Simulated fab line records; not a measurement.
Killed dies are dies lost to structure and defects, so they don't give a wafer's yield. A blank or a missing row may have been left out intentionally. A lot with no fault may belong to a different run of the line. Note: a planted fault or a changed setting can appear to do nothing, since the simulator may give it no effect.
Matching of chambers | flow n5 finfet | 4 sister chambers for N5_BEOL_M8_STRIP_67 on rie diel-01
The step strips in CF4. 4 wafers are shown with their chamber, then 8 later ones without.

## WAFERS WITH THEIR CHAMBER
wafer  | chamber | showerhead plenum p Torr (Torr)
L080.3 | 1       | 1.79
L090.4 | 0       | 1.87
L090.5 | 3       | 1.78
L093.1 | 2       | 1.73

## WAFERS WITH NO CHAMBER GIVEN
wafer  | showerhead plenum p Torr (Torr)
L093.2 | 1.87
L093.3 | 1.78
L093.4 | 1.79
L093.5 | 1.79
L093.6 | 1.86
L091.1 | 1.79
L091.4 | 1.86
L091.6 | 1.73

## EACH ONE'S CHAMBER
wafer  | from the rows above | in truth
L093.2 | 0                   | 0
L093.3 | 3                   | 3
L093.4 | 1                   | 1
L093.5 | 1                   | 1
L093.6 | 0                   | 0
L091.1 | 1                   | 1
L091.4 | 0                   | 0
L091.6 | 2                   | 2
Correct placement for 8 of the 8. Number that these rows cannot place: 0. Number placed wrongly: 0.
How it was worked out, from the rows above alone: a wafer's distance from a chamber is the root of the sum, over the readings, of the square of ((its reading less the chamber's mean) divided by the reading's scatter). The wafer belongs to the nearest chamber; if the next one is less than 2 further off, it can't be placed. For every chamber, the mean is computed from those of its wafers that are shown. The scatter: with one shown wafer a chamber, the root of the mean of the squares of how far each hidden wafer lies from its nearest shown one.
